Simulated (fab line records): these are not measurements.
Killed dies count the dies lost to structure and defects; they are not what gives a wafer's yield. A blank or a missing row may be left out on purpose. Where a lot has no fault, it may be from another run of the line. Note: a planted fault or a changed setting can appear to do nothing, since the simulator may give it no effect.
Matching of chambers / flow n5_finfet / rie_diel-01 running N5_BEOL_M12_DESCUM_15: 4 sister chambers
The step chemistry O2, time 7.9 s. 4 wafers are shown with their chamber, then 9 later ones without.

EACH WAFER AND ITS CHAMBER
wafer=L082.5; chamber=1; throttle_valve_pct (%)=20.16
wafer=L086.3; chamber=2; throttle_valve_pct (%)=20.72
wafer=L093.4; chamber=0; throttle_valve_pct (%)=20.77
wafer=L093.6; chamber=3; throttle_valve_pct (%)=20.01

WAFERS MISSING THEIR CHAMBER
wafer=L096.1; throttle_valve_pct (%)=20.76
wafer=L096.3; throttle_valve_pct (%)=20.21
wafer=L096.5; throttle_valve_pct (%)=20.02
wafer=L095.3; throttle_valve_pct (%)=20.77
wafer=L095.5; throttle_valve_pct (%)=20.78
wafer=L095.6; throttle_valve_pct (%)=20.20
wafer=L097.2; throttle_valve_pct (%)=20.36
wafer=L097.4; throttle_valve_pct (%)=20.21
wafer=L097.6; throttle_valve_pct (%)=20.78

THE CHAMBER EACH PASSED THROUGH
wafer=L096.1; from the rows above=can't be placed: 0 or 2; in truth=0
wafer=L096.3; from the rows above=1; in truth=1
wafer=L096.5; from the rows above=can't be placed: 3 or 1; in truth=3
wafer=L095.3; from the rows above=can't be placed: 0 or 2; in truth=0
wafer=L095.5; from the rows above=can't be placed: 0 or 2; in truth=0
wafer=L095.6; from the rows above=1; in truth=1
wafer=L097.2; from the rows above=1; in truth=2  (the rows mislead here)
wafer=L097.4; from the rows above=1; in truth=1
wafer=L097.6; from the rows above=can't be placed: 0 or 2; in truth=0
Correct placement for 3 of the 9. Unplaceable from these rows: 5, with the true chamber sitting among the candidates in 5. Placed wrongly: 1.
How it was worked out, from the rows above alone: a wafer's distance from a chamber is the root of the sum, over the readings, of the square of ((its reading less the chamber's mean) divided by the reading's scatter). The wafer belongs to the nearest chamber; if the next one is less than 2 further off, it can't be placed. A chamber's mean is the mean of its shown wafers. The scatter (one wafer shown for each chamber): square how far every hidden wafer sits from the nearest shown wafer, average those squares and take the square root.
